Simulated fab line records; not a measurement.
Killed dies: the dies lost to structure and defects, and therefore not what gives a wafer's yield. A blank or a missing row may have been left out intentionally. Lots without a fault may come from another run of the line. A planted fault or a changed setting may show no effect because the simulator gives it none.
Which tool is to blame? | flow n5-finfet | Sampling: 24 lots, 72 wafers, 6 of 1938 route steps

== WHAT THE GAUGES SHOWED, per wafer ==
N5_BEOL_M4_INSPECT_30: inspects for defects (brightfield). Usual: raw-defect-count 376, standard deviation 93.
lot  | measured     | on                | raw-defect-count | flag
L074 | day 7 10:01  | defect-inspect-02 | 521 332 450      |
L075 | day 7 15:58  | defect-inspect-02 | 449 266 414      |
L077 | day 7 23:10  | defect-inspect-02 | 241 232 450      |
L076 | day 8 03:29  | defect-inspect-01 | 307 348 302      |
L078 | day 8 03:56  | defect-inspect-01 | 354 408 477      |
L080 | day 8 13:00  | defect-inspect-01 | 400 387 304      |
L079 | day 8 21:32  | defect-inspect-02 | 356 620 459      |
L081 | day 9 08:39  | defect-inspect-01 | 593 357 469      |
L082 | day 9 12:00  | defect-inspect-01 | 397 391 475      |
L083 | day 9 20:43  | defect-inspect-02 | 310 467 512      |
L085 | day 10 00:16 | defect-inspect-02 | 222 253 272      |
L084 | day 10 02:05 | defect-inspect-02 | 337 298 323      |
L086 | day 10 13:39 | defect-inspect-02 | 283 338 336      |
L087 | day 10 18:16 | defect-inspect-02 | 307 303 334      |
L089 | day 10 20:19 | defect-inspect-01 | 371 349 514      |
L088 | day 10 20:23 | defect-inspect-02 | 373 387 471      |
L090 | day 11 09:58 | defect-inspect-01 | 299 256 258      |
L091 | day 11 16:22 | defect-inspect-01 | 318 344 341      |
L092 | day 12 10:02 | defect-inspect-01 | 350 352 373      |
L093 | day 12 07:53 | defect-inspect-02 | 303 296 321      |
L094 | day 12 17:10 | defect-inspect-01 | 460 833 632      |
L096 | day 13 01:42 | defect-inspect-01 | 446 456 399      |
L095 | day 12 22:29 | defect-inspect-02 | 378 443 474      |
L097 | day 13 04:00 | defect-inspect-02 | 396 545 294      |

== WHICH TOOL RAN EACH LOT (tool, then ch and the chambers of the sampled wafers, then the start) ==
lot  | N5_BEOL_M3_ETCH_77                 | N5_BEOL_M3_ALD_98                 | N5_BEOL_M3_ALD_84                   | N5_BEOL_M3_ANNEAL_80         | N5_BEOL_M3_SPUTTER_88
L074 | rie-diel-02 ch 0,1,2, day 7 01:13  | ald-sin-01 ch 1,2,3, day 7 01:59  | ald-metal-01 ch 0,1,2, day 7 04:24  | pvd-sputter-02, day 7 05:24  | pvd-sputter-02, day 7 05:59
L075 | rie-diel-06 ch 1,2,3, day 7 05:24  | ald-sin-04 ch 1,2,3, day 7 05:30  | ald-metal-04 ch 0,1,3, day 7 08:10  | pvd-sputter-01, day 7 09:23  | pvd-sputter-01, day 7 10:01
L077 | rie-diel-03 ch 0,1,2, day 7 15:21  | ald-sin-02 ch 0,2,3, day 7 15:28  | ald-metal-04 ch 0,1, day 7 18:16    | pvd-sputter-03, day 7 19:04  | pvd-sputter-03, day 7 19:39
L076 | rie-diel-03 ch 1,2,3, day 7 15:39  | ald-sin-01 ch 1,2,3, day 7 16:20  | ald-metal-01 ch 0,1,3, day 7 18:34  | pvd-sputter-02, day 7 19:38  | pvd-sputter-02, day 7 20:13
L078 | rie-diel-03 ch 1,2,3, day 7 19:55  | ald-sin-04 ch 0,2, day 7 20:03    | ald-metal-01 ch 1,2,3, day 7 21:22  | pvd-sputter-01, day 7 22:17  | pvd-sputter-01, day 7 22:52
L080 | rie-diel-06 ch 0,1,3, day 8 04:48  | ald-sin-01 ch 0,1,3, day 8 04:54  | ald-metal-01 ch 0,1, day 8 06:15    | pvd-sputter-01, day 8 07:05  | pvd-sputter-01, day 8 07:40
L079 | rie-diel-06 ch 2,3, day 8 12:05    | ald-sin-02 ch 0,1,3, day 8 12:11  | ald-metal-04 ch 0,3, day 8 14:49    | pvd-sputter-01, day 8 15:33  | pvd-sputter-01, day 8 16:08
L081 | rie-diel-06 ch 0,2, day 8 19:52    | ald-sin-04 ch 0,2, day 8 20:17    | ald-metal-04 ch 0,2,3, day 9 02:52  | pvd-sputter-03, day 9 04:04  | pvd-sputter-03, day 9 04:38
L082 | rie-diel-03 ch 2,3, day 9 04:02    | ald-sin-04 ch 0,1,2, day 9 04:08  | ald-metal-04 ch 2,3, day 9 06:47    | pvd-sputter-03, day 9 07:37  | pvd-sputter-03, day 9 08:11
L083 | rie-diel-03 ch 0,2,3, day 9 14:19  | ald-sin-01 ch 0,1, day 9 14:25    | ald-metal-01 ch 0,3, day 9 15:38    | pvd-sputter-02, day 9 16:31  | pvd-sputter-02, day 9 17:05
L085 | rie-diel-03 ch 1,2, day 9 16:48    | ald-sin-04 ch 1,2,3, day 9 16:54  | ald-metal-03 ch 0,1,2, day 9 19:11  | pvd-sputter-03, day 9 20:04  | pvd-sputter-03, day 9 20:39
L084 | rie-diel-03 ch 2,3, day 9 16:55    | ald-sin-01 ch 2,3, day 9 17:01    | ald-metal-03 ch 0,3, day 9 19:24    | pvd-sputter-02, day 9 20:19  | pvd-sputter-02, day 9 20:53
L086 | rie-diel-02 ch 0,1,3, day 9 23:13  | ald-sin-02 ch 0,3, day 9 23:19    | ald-metal-03 ch 1,2, day 10 01:20   | pvd-sputter-03, day 10 03:46 | pvd-sputter-03, day 10 05:59
L087 | rie-diel-06 ch 0,1,3, day 10 07:13 | ald-sin-04 ch 0,2, day 10 07:31   | ald-metal-04 ch 0,1, day 10 11:47   | pvd-sputter-03, day 10 12:55 | pvd-sputter-03, day 10 13:29
L089 | rie-diel-06 ch 0,1, day 10 13:35   | ald-sin-01 ch 1,2, day 10 13:51   | ald-metal-04 ch 1,2, day 10 14:43   | pvd-sputter-03, day 10 15:32 | pvd-sputter-03, day 10 16:07
L088 | rie-diel-03 ch 0,3, day 10 13:50   | ald-sin-01 ch 0,2, day 10 13:57   | ald-metal-03 ch 1,3, day 10 14:53   | pvd-sputter-02, day 10 15:47 | pvd-sputter-02, day 10 16:22
L090 | rie-diel-06 ch 0,2,3, day 11 00:41 | ald-sin-01 ch 0,3, day 11 00:47   | ald-metal-04 ch 0,1, day 11 04:21   | pvd-sputter-02, day 11 05:20 | pvd-sputter-02, day 11 05:55
L091 | rie-diel-02 ch 1,2, day 11 09:06   | ald-sin-02 ch 0,2,3, day 11 09:12 | ald-metal-03 ch 1,2,3, day 11 10:01 | pvd-sputter-01, day 11 10:51 | pvd-sputter-01, day 11 11:26
L092 | rie-diel-06 ch 0,3, day 11 22:38   | ald-sin-04 ch 0,1,3, day 11 23:00 | ald-metal-01 ch 0,1,3, day 12 02:36 | pvd-sputter-03, day 12 03:23 | pvd-sputter-03, day 12 03:58
L093 | rie-diel-02 ch 1,2, day 11 23:24   | ald-sin-02 ch 1,2,3, day 11 23:30 | ald-metal-03 ch 0,2,3, day 12 02:40 | pvd-sputter-02, day 12 03:27 | pvd-sputter-02, day 12 04:02
L094 | rie-diel-02 ch 2,3, day 11 23:37   | ald-sin-02 ch 0,1,3, day 12 00:13 | ald-metal-04 ch 0,2, day 12 09:32   | pvd-sputter-03, day 12 10:37 | pvd-sputter-03, day 12 11:12
L096 | rie-diel-02 ch 0,1, day 12 13:15   | ald-sin-01 ch 0,1,3, day 12 13:21 | ald-metal-04 ch 2,3, day 12 18:02   | pvd-sputter-03, day 12 18:47 | pvd-sputter-03, day 12 19:22
L095 | rie-diel-06 ch 0,1, day 12 13:53   | ald-sin-01 ch 0,2,3, day 12 13:59 | ald-metal-03 ch 1,2, day 12 15:28   | pvd-sputter-01, day 12 16:34 | pvd-sputter-01, day 12 17:09
L097 | rie-diel-03 ch 0,2, day 12 19:43   | ald-sin-04 ch 0,2, day 12 19:55   | ald-metal-04 ch 0,1,2, day 12 21:18 | pvd-sputter-02, day 12 22:18 | pvd-sputter-02, day 12 22:53
- N5_BEOL_M3_ETCH_77: etches underlayer in N2/H2, target depth 6.5 nm, time 5.2 s.
- N5_BEOL_M3_ALD_98: deposits SiO2, target thk 2.5 nm, pulse time 1 s, co reactant pulse time 1 s.
- N5_BEOL_M3_ALD_84: deposits TaN, pulse time 2 s, purge time 3 s, co reactant purge time 2 s.
- N5_BEOL_M3_ANNEAL_80: time 240 s.
- N5_BEOL_M3_SPUTTER_88: material Cu, target thk 4.5 nm, time 8.29 s.

== WHAT THE TOOLS THEMSELVES READ (means of the sampled wafers that have a number; where no wafer has one, the mark that the record gives instead) ==
N5_BEOL_M3_ETCH_77. Usual: drypump-motor-current-A 5.89 A, standard deviation 0.27; etch-rf-on-time-s 5.18 s, standard deviation 0.2; oes-product-au 0.65 a.u., standard deviation 0.058; rf-vpp-V 524.0 V, standard deviation 2.4; showerhead-plenum-p-Torr 2.55 Torr, standard deviation 0.078; throttle-valve-pct 17.83 %, standard deviation 0.24.
lot  | tool        | drypump-motor-current-A (A) | etch-rf-on-time-s (s) | oes-product-au (a.u.) | rf-vpp-V (V) | showerhead-plenum-p-Torr (Torr) | throttle-valve-pct (%) | flag
L074 | rie-diel-02 | 5.81                        | 5.04                  | 0.73                  | 524.4        | 2.57                            | 17.57                  |
L075 | rie-diel-06 | 6.12                        | 5.25                  | 0.66                  | 524.4        | 2.52                            | 17.68                  |
L077 | rie-diel-03 | 5.78                        | 5.13                  | 0.65                  | 523.2        | 2.51                            | 17.96                  |
L076 | rie-diel-03 | 5.80                        | 5.24                  | 0.63                  | 524.6        | 2.58                            | 17.94                  |
L078 | rie-diel-03 | 5.79                        | 5.14                  | 0.64                  | 525.7        | 2.58                            | 17.96                  |
L080 | rie-diel-06 | 6.03                        | 5.41                  | 0.65                  | 525.1        | 2.58                            | 17.84                  |
L079 | rie-diel-06 | 5.87                        | 5.41                  | 0.59                  | 521.9        | 2.50                            | 17.92                  |
L081 | rie-diel-06 | 5.88                        | 5.11                  | 0.62                  | 525.0        | 2.61                            | 17.92                  |
L082 | rie-diel-03 | 5.89                        | 5.19                  | 0.63                  | 525.9        | 2.61                            | 17.84                  |
L083 | rie-diel-03 | 5.88                        | 5.11                  | 0.65                  | 523.9        | 2.54                            | 17.86                  |
L085 | rie-diel-03 | 5.66                        | 5.24                  | 0.62                  | 523.5        | 2.53                            | 18.10                  |
L084 | rie-diel-03 | 5.93                        | 5.18                  | 0.63                  | 526.4        | 2.61                            | 17.83                  |
L086 | rie-diel-02 | 5.86                        | 5.09                  | 0.74                  | 524.2        | 2.55                            | 17.64                  |
L087 | rie-diel-06 | 6.01                        | 5.38                  | 0.63                  | 525.7        | 2.58                            | 17.87                  |
L089 | rie-diel-06 | 6.01                        | 5.18                  | 0.64                  | 526.2        | 2.63                            | 17.86                  |
L088 | rie-diel-03 | 5.79                        | 5.17                  | 0.61                  | 523.9        | 2.55                            | 17.82                  |
L090 | rie-diel-06 | 5.86                        | 5.22                  | 0.59                  | 524.1        | 2.55                            | 17.95                  |
L091 | rie-diel-02 | 5.98                        | 5.04                  | 0.66                  | 524.5        | 2.58                            | 17.67                  |
L092 | rie-diel-06 | 5.80                        | 5.44                  | 0.58                  | 524.1        | 2.55                            | 18.13                  |
L093 | rie-diel-02 | 5.98                        | 5.01                  | 0.67                  | 525.6        | 2.62                            | 17.61                  |
L094 | rie-diel-02 | 6.10                        | 5.01                  | 0.71                  | 521.3        | 2.52                            | 17.78                  |
L096 | rie-diel-02 | 5.81                        | 5.11                  | 0.70                  | 525.8        | 2.60                            | 17.56                  |
L095 | rie-diel-06 | 6.25                        | 5.22                  | 0.67                  | 524.9        | 2.59                            | 17.67                  |
L097 | rie-diel-03 | 5.97                        | 5.09                  | 0.65                  | 523.2        | 2.52                            | 17.94                  |

N5_BEOL_M3_ALD_98. Usual: chamber-pressure-Torr 2.000 Torr, standard deviation 0.0042; heater-power-w 75 W, standard deviation 6.8; precursor-pulse-height-rel 0.999, standard deviation 0.02.
lot  | tool       | chamber-pressure-Torr (Torr) | heater-power-w (W) | precursor-pulse-height-rel | flag
L074 | ald-sin-01 | 1.998                        | 75                 | 0.998                      |
L075 | ald-sin-04 | 1.999                        | 75                 | 0.997                      |
L077 | ald-sin-02 | 1.997                        | 70                 | 1.011                      |
L076 | ald-sin-01 | 2.000                        | 74                 | 1.020                      |
L078 | ald-sin-04 | 2.001                        | 75                 | 1.009                      |
L080 | ald-sin-01 | 2.002                        | 75                 | 1.020                      |
L079 | ald-sin-02 | 2.000                        | 67                 | 1.014                      |
L081 | ald-sin-04 | 1.999                        | 79                 | 0.996                      |
L082 | ald-sin-04 | 2.000                        | 77                 | 1.004                      |
L083 | ald-sin-01 | 1.995                        | 75                 | 1.002                      |
L085 | ald-sin-04 | 2.000                        | 75                 | 1.008                      |
L084 | ald-sin-01 | 2.002                        | 74                 | 0.999                      |
L086 | ald-sin-02 | 2.001                        | 65                 | 0.998                      |
L087 | ald-sin-04 | 1.998                        | 77                 | 1.014                      |
L089 | ald-sin-01 | 2.000                        | 73                 | 1.016                      |
L088 | ald-sin-01 | 2.003                        | 85                 | 0.982                      |
L090 | ald-sin-01 | 1.996                        | 76                 | 0.982                      |
L091 | ald-sin-02 | 2.003                        | 71                 | 0.996                      |
L092 | ald-sin-04 | 2.000                        | 72                 | 0.981                      |
L093 | ald-sin-02 | 1.999                        | 74                 | 0.999                      |
L094 | ald-sin-02 | 1.997                        | 68                 | 0.995                      |
L096 | ald-sin-01 | 1.997                        | 75                 | 1.006                      |
L095 | ald-sin-01 | 1.999                        | 80                 | 0.989                      |
L097 | ald-sin-04 | 1.995                        | 77                 | 1.000                      |

N5_BEOL_M3_ALD_84. Usual: chamber-pressure-Torr 2.999 Torr, standard deviation 0.007; heater-power-w 442 W, standard deviation 34.
lot  | tool         | chamber-pressure-Torr (Torr) | heater-power-w (W) | flag
L074 | ald-metal-01 | 2.999                        | 474                |
L075 | ald-metal-04 | 2.991                        | 434                |
L077 | ald-metal-04 | 3.001                        | 414                |
L076 | ald-metal-01 | 3.000                        | 471                |
L078 | ald-metal-01 | 3.005                        | 453                |
L080 | ald-metal-01 | 3.000                        | 499                |
L079 | ald-metal-04 | 2.990                        | 411                |
L081 | ald-metal-04 | 3.002                        | 431                |
L082 | ald-metal-04 | 3.000                        | 444                |
L083 | ald-metal-01 | 2.989                        | 468                |
L085 | ald-metal-03 | 3.004                        | 414                |
L084 | ald-metal-03 | 3.000                        | 476                |
L086 | ald-metal-03 | 3.005                        | 387                |
L087 | ald-metal-04 | 2.994                        | 413                |
L089 | ald-metal-04 | 2.996                        | 446                |
L088 | ald-metal-03 | 2.999                        | 448                |
L090 | ald-metal-04 | 2.998                        | 417                |
L091 | ald-metal-03 | 2.996                        | 419                |
L092 | ald-metal-01 | 2.995                        | 477                |
L093 | ald-metal-03 | 3.004                        | 445                |
L094 | ald-metal-04 | 3.002                        | 431                |
L096 | ald-metal-04 | 2.998                        | 446                |
L095 | ald-metal-03 | 3.001                        | 388                |
L097 | ald-metal-04 | 3.005                        | 428                |

N5_BEOL_M3_ANNEAL_80. Usual: heater-power-w 806 W, standard deviation 64.
lot  | tool           | heater-power-w (W) | flag
L074 | pvd-sputter-02 | 758                |
L075 | pvd-sputter-01 | 761                |
L077 | pvd-sputter-03 | 780                |
L076 | pvd-sputter-02 | 815                |
L078 | pvd-sputter-01 | 880                |
L080 | pvd-sputter-01 | 888                |
L079 | pvd-sputter-01 | 829                |
L081 | pvd-sputter-03 | 796                |
L082 | pvd-sputter-03 | 784                |
L083 | pvd-sputter-02 | 747                |
L085 | pvd-sputter-03 | 772                |
L084 | pvd-sputter-02 | 828                |
L086 | pvd-sputter-03 | 755                |
L087 | pvd-sputter-03 | 768                |
L089 | pvd-sputter-03 | 784                |
L088 | pvd-sputter-02 | 795                |
L090 | pvd-sputter-02 | 779                |
L091 | pvd-sputter-01 | 876                |
L092 | pvd-sputter-03 | 757                |
L093 | pvd-sputter-02 | 736                |
L094 | pvd-sputter-03 | 803                |
L096 | pvd-sputter-03 | 788                |
L095 | pvd-sputter-01 | 827                |
L097 | pvd-sputter-02 | 851                |

N5_BEOL_M3_SPUTTER_88. Usual: chuck-sensor-temp-C -16.2 C, standard deviation 0.55; throttle-valve-pct 30.0 %, standard deviation 0.98.
lot  | tool           | chuck-sensor-temp-C (C) | throttle-valve-pct (%) | flag
L074 | pvd-sputter-02 | -15.7                   | 30.9                   |
L075 | pvd-sputter-01 | -16.3                   | 30.4                   |
L077 | pvd-sputter-03 | -15.9                   | 29.6                   |
L076 | pvd-sputter-02 | -16.4                   | 30.5                   |
L078 | pvd-sputter-01 | -16.0                   | 29.8                   |
L080 | pvd-sputter-01 | -16.7                   | 31.4                   |
L079 | pvd-sputter-01 | -16.1                   | 29.7                   |
L081 | pvd-sputter-03 | -15.8                   | 29.5                   |
L082 | pvd-sputter-03 | -16.1                   | 29.3                   |
L083 | pvd-sputter-02 | -16.1                   | 30.6                   |
L085 | pvd-sputter-03 | -15.7                   | 29.9                   |
L084 | pvd-sputter-02 | -16.3                   | 30.8                   |
L086 | pvd-sputter-03 | -15.7                   | 30.1                   |
L087 | pvd-sputter-03 | -16.2                   | 29.5                   |
L089 | pvd-sputter-03 | -16.0                   | 29.3                   |
L088 | pvd-sputter-02 | -16.3                   | 31.0                   |
L090 | pvd-sputter-02 | -16.4                   | 30.1                   |
L091 | pvd-sputter-01 | -16.4                   | 30.6                   |
L092 | pvd-sputter-03 | -15.9                   | 29.9                   |
L093 | pvd-sputter-02 | -16.0                   | 30.7                   |
L094 | pvd-sputter-03 | -15.5                   | 30.1                   |
L096 | pvd-sputter-03 | -16.1                   | 29.3                   |
L095 | pvd-sputter-01 | -16.7                   | 31.0                   |
L097 | pvd-sputter-02 | -16.5                   | 30.3                   |

== THE ANSWER, worked out from the rows above alone ==
Rule: a lot is off if the mean of its wafers that have a number lies more than 3 standard deviations from the usual mean. A lot without any number at a reading at which 4 lots or more have one is off too. Any other lot the step has rows for is counted as sound. After the gauges, taken in route order, come the tools' own readings; for these a lot's mean is taken, as printed above. The first step at which some lot is off is used, and at that step the reading that is off furthest; a lot without a number counts as furthest.
No lot is off at any reading shown: from this, nothing can be told.

== WHAT HAD BEEN PUT IN BY THE SIMULATOR ==
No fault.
